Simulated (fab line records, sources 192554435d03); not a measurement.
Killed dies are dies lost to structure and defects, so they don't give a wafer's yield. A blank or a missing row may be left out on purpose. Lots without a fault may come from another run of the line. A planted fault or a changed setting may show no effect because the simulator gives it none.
Which tool did it? | flow n5_finfet | 10 lots, 30 wafers sampled, at 5 steps of a route of 1938

WHAT THE GAUGES READ, wafer by wafer
The record holds no reading of a measuring or inspecting step that can be judged against a usual standard deviation.

WHICH TOOL RAN EACH LOT (tool, then ch and the chambers of the sampled wafers, then the start)
lot  | N5_BEOL_M0_HM_OPEN_105            | N5_PASSIVATION_STRIP_14            | N5_PASSIVATION_SPUTTER_20    | N5_PASSIVATION_PASS_ETCH_47        | N5_PASSIVATION_PROBE_49
L570 | rie_metal-03 ch 0,1, day 5 20:29  | rie_diel-01 ch 0,1, day 12 02:02   | pvd_sputter-02, day 12 03:05 | rie_diel-04 ch 1,2,3, day 12 06:44 | -
L571 | rie_metal-03 ch 0,1, day 6 01:39  | rie_diel-01 ch 0,1,2, day 12 02:46 | pvd_sputter-01, day 12 03:19 | rie_diel-03 ch 0,2,3, day 12 06:34 | -
L573 | rie_metal-02 ch 0,1, day 6 15:01  | rie_diel-06 ch 0,2, day 12 16:09   | pvd_sputter-03, day 12 17:13 | rie_diel-03 ch 0,3, day 12 19:42   | -
L574 | rie_metal-03 ch 0,1, day 6 15:46  | rie_diel-02 ch 0,1,3, day 13 03:25 | pvd_sputter-02, day 13 04:30 | rie_diel-04 ch 0,1,3, day 13 07:05 | prober-01, day 13 10:09
L576 | rie_metal-03 ch 0,1, day 7 03:52  | rie_diel-01 ch 1,2,3, day 13 15:35 | pvd_sputter-01, day 13 16:12 | rie_diel-03 ch 0,1,3, day 13 18:55 | -
L577 | rie_metal-03 ch 0,1, day 7 15:20  | rie_diel-01 ch 0,2,3, day 13 12:01 | pvd_sputter-01, day 13 12:20 | rie_diel-04 ch 0,3, day 13 14:59   | prober-02, day 13 18:05
L579 | rie_metal-03 ch 0,1, day 8 03:10  | rie_diel-06 ch 1,2, day 14 02:13   | pvd_sputter-01, day 14 02:58 | rie_diel-03 ch 0,2, day 14 05:35   | prober-02, day 14 09:23
L581 | rie_metal-03 ch 0,1, day 8 18:25  | rie_diel-01 ch 0,1,3, day 15 07:41 | pvd_sputter-03, day 15 08:32 | rie_diel-04 ch 0,2, day 15 11:25   | prober-01, day 15 15:09
L589 | rie_metal-02 ch 0,1, day 10 12:02 | rie_diel-02 ch 0,3, day 16 09:51   | pvd_sputter-03, day 16 10:17 | rie_diel-04 ch 0,3, day 16 12:58   | prober-02, day 16 16:43
L592 | rie_metal-02 ch 0,1, day 11 09:29 | rie_diel-02 ch 0,3, day 18 13:33   | pvd_sputter-02, day 18 14:16 | rie_diel-05 ch 0,1,2, day 18 17:19 | -
- N5_BEOL_M0_HM_OPEN_105: chemistry Cl2/BCl3, target TiN, target depth 12 nm.
- N5_PASSIVATION_STRIP_14: strips in O2.
- N5_PASSIVATION_SPUTTER_20: material TaN, target thk 50 nm.
- N5_PASSIVATION_PASS_ETCH_47: etches SiNx in CF4/O2, target depth 770 nm, time 385 s.
- N5_PASSIVATION_PROBE_49

WHAT THE TOOLS THEMSELVES READ (means of the sampled wafers that have a number; where no wafer has one, the mark that the record gives instead)
N5_BEOL_M0_HM_OPEN_105. Usual: drypump_motor_current_A 5.7 A, standard deviation 0.43; oes_product_au 0.82 a.u., standard deviation 0.069; throttle_valve_pct 22.02 %, standard deviation 0.22.
lot  | tool         | drypump_motor_current_A (A) | oes_product_au (a.u.) | throttle_valve_pct (%) | flag
L570 | rie_metal-03 | 5.7                         | 0.81                  | 22.13                  |
L571 | rie_metal-03 | 5.7                         | 0.80                  | 22.13                  |
L573 | rie_metal-02 | 5.6                         | 0.87                  | 21.73                  |
L574 | rie_metal-03 | 5.7                         | 0.80                  | 22.14                  |
L576 | rie_metal-03 | 5.8                         | 0.82                  | 22.21                  |
L577 | rie_metal-03 | 5.7                         | 0.80                  | 22.13                  |
L579 | rie_metal-03 | 5.7                         | 0.79                  | 22.14                  |
L581 | rie_metal-03 | 5.8                         | 0.83                  | 22.19                  |
L589 | rie_metal-02 | 5.5                         | 0.84                  | 21.75                  |
L592 | rie_metal-02 | 5.6                         | 0.84                  | 21.76                  |

N5_PASSIVATION_STRIP_14. Usual: drypump_motor_current_A 5.5 A, standard deviation 0.48; oes_product_au 0.76 a.u., standard deviation 0.091; rf_vpp_V 3.7 V, standard deviation 0.92; showerhead_plenum_p_Torr 2.06 Torr, standard deviation 0.09; throttle_valve_pct 16.62 %, standard deviation 0.21.
lot  | tool        | drypump_motor_current_A (A) | oes_product_au (a.u.) | rf_vpp_V (V) | showerhead_plenum_p_Torr (Torr) | throttle_valve_pct (%) | flag
L570 | rie_diel-01 | 5.2                         | 0.73                  | 3.7          | 2.01                            | 16.63                  |
L571 | rie_diel-01 | 5.5                         | 0.72                  | 4.3          | 2.06                            | 16.69                  |
L573 | rie_diel-06 | 5.2                         | 0.72                  | 2.2          | 2.02                            | 16.76                  |
L574 | rie_diel-02 | 5.8                         | 0.78                  | 4.5          | 2.10                            | 16.54                  |
L576 | rie_diel-01 | 5.6                         | 0.77                  | 3.2          | 2.09                            | 16.64                  |
L577 | rie_diel-01 | 5.8                         | 0.80                  | 3.1          | 2.02                            | 16.51                  |
L579 | rie_diel-06 | 5.0                         | 0.72                  | 3.8          | 1.99                            | 16.71                  |
L581 | rie_diel-01 | 5.3                         | 0.78                  | 2.8          | 2.04                            | 16.61                  |
L589 | rie_diel-02 | 5.7                         | 0.76                  | 3.6          | 2.12                            | 16.66                  |
L592 | rie_diel-02 | 5.7                         | 0.74                  | 3.9          | 2.12                            | 16.65                  |

N5_PASSIVATION_SPUTTER_20. Usual: throttle_valve_pct 29.6 %, standard deviation 1.2.
lot  | tool           | throttle_valve_pct (%) | flag
L570 | pvd_sputter-02 | 29.8                   |
L571 | pvd_sputter-01 | 29.2                   |
L573 | pvd_sputter-03 | 29.6                   |
L574 | pvd_sputter-02 | 30.3                   |
L576 | pvd_sputter-01 | 29.2                   |
L577 | pvd_sputter-01 | 28.4                   |
L579 | pvd_sputter-01 | 30.6                   |
L581 | pvd_sputter-03 | 29.5                   |
L589 | pvd_sputter-03 | 29.8                   |
L592 | pvd_sputter-02 | 29.3                   |

N5_PASSIVATION_PASS_ETCH_47. Usual: drypump_motor_current_A 5.9 A, standard deviation 0.42; oes_product_au 0.83 a.u., standard deviation 0.073; rf_vpp_V 241 V, standard deviation 3.1; showerhead_plenum_p_Torr 2.20 Torr, standard deviation 0.058; throttle_valve_pct 15.86 %, standard deviation 0.2.
lot  | tool        | drypump_motor_current_A (A) | oes_product_au (a.u.) | rf_vpp_V (V) | showerhead_plenum_p_Torr (Torr) | throttle_valve_pct (%) | flag
L570 | rie_diel-04 | 5.9                         | 0.82                  | 239          | 2.23                            | 15.80                  |
L571 | rie_diel-03 | 5.8                         | 0.85                  | 243          | 2.23                            | 15.98                  |
L573 | rie_diel-03 | 6.1                         | 0.78                  | 241          | 2.21                            | 15.93                  |
L574 | rie_diel-04 | 5.9                         | 0.82                  | 242          | 2.25                            | 15.81                  |
L576 | rie_diel-03 | 6.2                         | 0.80                  | 241          | 2.19                            | 16.01                  |
L577 | rie_diel-04 | 6.1                         | 0.89                  | 241          | 2.30                            | 15.79                  |
L579 | rie_diel-03 | 5.6                         | 0.88                  | 242          | 2.24                            | 16.08                  |
L581 | rie_diel-04 | 5.3                         | 0.85                  | 239          | 2.18                            | 15.59                  |
L589 | rie_diel-04 | 6.0                         | 0.84                  | 242          | 2.29                            | 15.84                  |
L592 | rie_diel-05 | 6.2                         | 0.76                  | 241          | 2.12                            | 15.80                  |

N5_PASSIVATION_PROBE_49. Usual: defect_limited_yield 91.2 %, standard deviation 1.4; killed_at_M0_to_M3 35, standard deviation 11; killed_at_M4_up 12, standard deviation 4.2; killed_at_contacts 13, standard deviation 5.6; killed_at_front_end 40, standard deviation 12; killed_at_other 3.3, standard deviation 2.6; killed_dies 103, standard deviation 17; killed_on_rim 14, standard deviation 4.5; killed_open 68, standard deviation 12; killed_short 34, standard deviation 7.6; sort_bin_5_function 5.1 %, standard deviation 0.95; sort_bin_6_memory 3.3 %, standard deviation 0.68; sort_bin_8_speed 0.00 %, standard deviation 0.007; sort_n_pass 1077, standard deviation 17; sort_yield_pct 91.2 %, standard deviation 1.4.
lot  | tool      | defect_limited_yield (%) | killed_at_M0_to_M3 | killed_at_M4_up | killed_at_contacts | killed_at_front_end | killed_at_other | killed_dies | killed_on_rim | killed_open | killed_short | sort_bin_5_function (%) | sort_bin_6_memory (%) | sort_bin_8_speed (%) | sort_n_pass | sort_yield_pct (%) | flag
L574 | prober-01 | 90.8                     | 37                 | 13              | 24                 | 33                  | 2.3             | 108         | 15            | 63          | 42           | 5.4                     | 3.3                   | 0.00                 | 1072        | 90.8               |
L577 | prober-02 | 90.7                     | 35                 | 15              | 23                 | 36                  | 0.7             | 110         | 13            | 76          | 33           | 5.3                     | 3.7                   | 0.00                 | 1070        | 90.7               |
L579 | prober-02 | 85.4                     | 119                | 12              | 9                  | 27                  | 5.7             | 172         | 30            | 61          | 31           | 9.1                     | 3.4                   | 0.03                 | 1007        | 85.4               | OFF
L581 | prober-01 | 84.5                     | 113                | 8               | 8                  | 48                  | 6.0             | 182         | 34            | 75          | 34           | 9.6                     | 3.8                   | 0.00                 | 998         | 84.5               | OFF
L589 | prober-02 | 91.3                     | 40                 | 12              | 8                  | 40                  | 3.0             | 103         | 14            | 72          | 30           | 5.3                     | 3.1                   | 0.00                 | 1077        | 91.3               |

THE ANSWER, worked out from the rows above alone
Rule: a lot is off if the mean of its wafers that have a number lies more than 3 standard deviations from the usual mean. A lot without any number at a reading at which 4 lots or more have one is off too. The other lots that the step has rows for count as sound. The gauges are gone through in route order, then the tools' own readings, and for those a lot's mean is taken as printed above. The first step at which some lot is off is used, and at that step the reading that is off furthest; a lot without a number counts as furthest.
Off: L579, L581, at N5_PASSIVATION_PROBE_49 (killed_at_M0_to_M3). Neither off nor sound, because the step has no rows for them: L570, L571, L573, L576, L592.
A tool fits if, at that step or a process step before it, it ran every lot that is off, and no sound lot after the first of them. One fits: rie_metal-03 at N5_BEOL_M0_HM_OPEN_105. Its last sound lot is L577 (day 7 15:20), its first lot that is off L579 (day 8 03:10): a fault that began between those two fits.

WHAT THE SIMULATOR HAD PUT IN
Chamber particle source: rie_metal-03, from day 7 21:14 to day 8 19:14, at N5_BEOL_M0_HM_OPEN_105. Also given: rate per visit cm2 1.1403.
Lots struck among those shown: L579, L581. The rule above found the same.
